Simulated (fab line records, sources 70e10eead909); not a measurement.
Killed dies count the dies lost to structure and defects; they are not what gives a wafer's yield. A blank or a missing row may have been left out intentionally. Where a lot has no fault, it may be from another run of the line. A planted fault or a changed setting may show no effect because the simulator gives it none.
Matching of chambers    flow nandHarc    rieDiel-02 running NHARC_P_CONTACT_ETCH_35: 4 sister chambers
The step etches the open film in CF4, target depth 39 nm, time 65 s. 20 wafers are shown with their chamber, then 10 later ones without.

WAFERS, EACH WITH ITS CHAMBER
wafer   chamber  showerheadPlenumPTorr (Torr)  drypumpMotorCurrentA (A)  oesProductAu (a.u.)
L076.4  2        1.84                          5.71                      1.004
L076.5  3        1.86                          5.64                      0.982
L076.6  0        1.80                          5.85                      1.014
L078.2  0        1.80                          5.85                      1.003
L078.4  1        1.83                          6.35                      1.014
L078.5  0        1.80                          5.85                      1.011
L077.1  2        1.84                          5.69                      1.005
L077.3  3        1.86                          5.65                      0.992
L077.5  3        1.86                          5.69                      0.988
L080.4  0        1.80                          5.84                      1.015
L080.5  3        1.86                          5.60                      0.992
L080.6  0        1.80                          5.84                      1.011
L083.1  1        1.83                          6.36                      0.999
L083.2  2        1.83                          5.73                      1.009
L083.3  3        1.86                          5.61                      1.004
L085.1  1        1.83                          6.35                      0.993
L085.2  3        1.86                          5.59                      0.985
L085.5  2        1.83                          5.73                      1.014
L086.3  3        1.86                          5.60                      1.001
L086.4  1        1.83                          6.33                      1.001

SIGNATURES (averages over the wafers above)
reading                chamber 0  chamber 1  chamber 2  chamber 3  scatter within a chamber
showerheadPlenumPTorr  1.8000     1.8300     1.8350     1.8600     0.0025
drypumpMotorCurrentA   5.8460     6.3475     5.7150     5.6257     0.0243
oesProductAu           1.01080    1.00175    1.00800    0.99200    0.00696
Rule: a wafer lies at a distance from a chamber equal to the root of the sum of squares, over the readings, of (its reading less the chamber's mean, divided by the reading's scatter). The wafer belongs to the nearest chamber; if the next one is less than 2 further off, it can't be placed. The scatter: the root of (the sum of the squares of (reading less its chamber's mean) over the shown wafers, divided by (wafers less chambers)).

WAFERS WITHOUT THEIR CHAMBER
wafer   showerheadPlenumPTorr (Torr)  drypumpMotorCurrentA (A)  oesProductAu (a.u.)
L086.5  1.86                          5.61                      1.001
L091.1  1.83                          5.70                      1.015
L091.4  1.83                          5.69                      1.014
L091.5  1.86                          5.64                      0.991
L094.2  1.83                          6.35                      1.000
L094.4  1.86                          5.64                      0.978
L094.5  1.83                          6.36                      0.989
L096.2  1.83                          5.69                      1.012
L096.4  1.83                          5.70                      1.009
L096.5  1.82                          6.30                      1.001

EACH ONE'S CHAMBER
wafer   from the rows above  in truth
L086.5  3                    3
L091.1  2                    2
L091.4  2                    2
L091.5  3                    3
L094.2  1                    1
L094.4  3                    3
L094.5  1                    1
L096.2  2                    2
L096.4  2                    2
L096.5  1                    1
10 of 10 placed correctly. From these rows, 0 cannot be placed. Wrongly placed: 0.
